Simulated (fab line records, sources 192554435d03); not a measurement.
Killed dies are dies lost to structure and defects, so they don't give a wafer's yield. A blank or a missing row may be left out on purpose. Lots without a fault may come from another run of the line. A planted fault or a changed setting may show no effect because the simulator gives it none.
Chamber matching | flow n5_finfet | N5_BEOL_M4_ILD_DEP_00 on pecvd-04: 3 sister chambers
The step deposits SiOC from DEMS/O2, target thk 79 nm, time 15.3 s. 6 wafers are shown with their chamber, then 7 later ones without.

WAFERS WITH THEIR CHAMBER
wafer  | chamber | showerhead_plenum_p_Torr (Torr) | throttle_valve_pct (%)
L081.2 | 0       | 5.677                           | 11.4
L087.1 | 2       | 5.692                           | 12.0
L087.5 | 2       | 5.689                           | 11.7
L087.6 | 1       | 5.698                           | 12.1
L089.1 | 0       | 5.676                           | 11.3
L089.3 | 1       | 5.702                           | 11.8

WAFERS WITHOUT THEIR CHAMBER
wafer  | showerhead_plenum_p_Torr (Torr) | throttle_valve_pct (%)
L089.5 | 5.678                           | 11.3
L090.4 | 5.699                           | 12.1
L090.5 | 5.709                           | 12.3
L090.6 | 5.674                           | 11.3
L095.2 | 5.707                           | 12.0
L095.5 | 5.687                           | 11.9
L095.6 | 5.694                           | 11.8

WHICH CHAMBER EACH WENT THROUGH
wafer  | from the rows above     | in truth
L089.5 | 0                       | 0
L090.4 | 1                       | 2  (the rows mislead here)
L090.5 | 1                       | 1
L090.6 | 0                       | 0
L095.2 | 1                       | 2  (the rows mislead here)
L095.5 | 2                       | 2
L095.6 | can't be placed: 2 or 1 | 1
Placed correctly: 4 of 7. Can't be placed from these rows: 1 (the true chamber is among the candidates in 1). Placed wrongly: 2.
How it was worked out, from the rows above alone: a wafer's distance from a chamber is the root of the sum, over the readings, of the square of ((its reading less the chamber's mean) divided by the reading's scatter). The wafer belongs to the nearest chamber; if the next one is less than 2 further off, it can't be placed. A chamber's mean is the mean of its shown wafers. The scatter: the root of (the sum of the squares of (reading less its chamber's mean) over the shown wafers, divided by (wafers less chambers)).
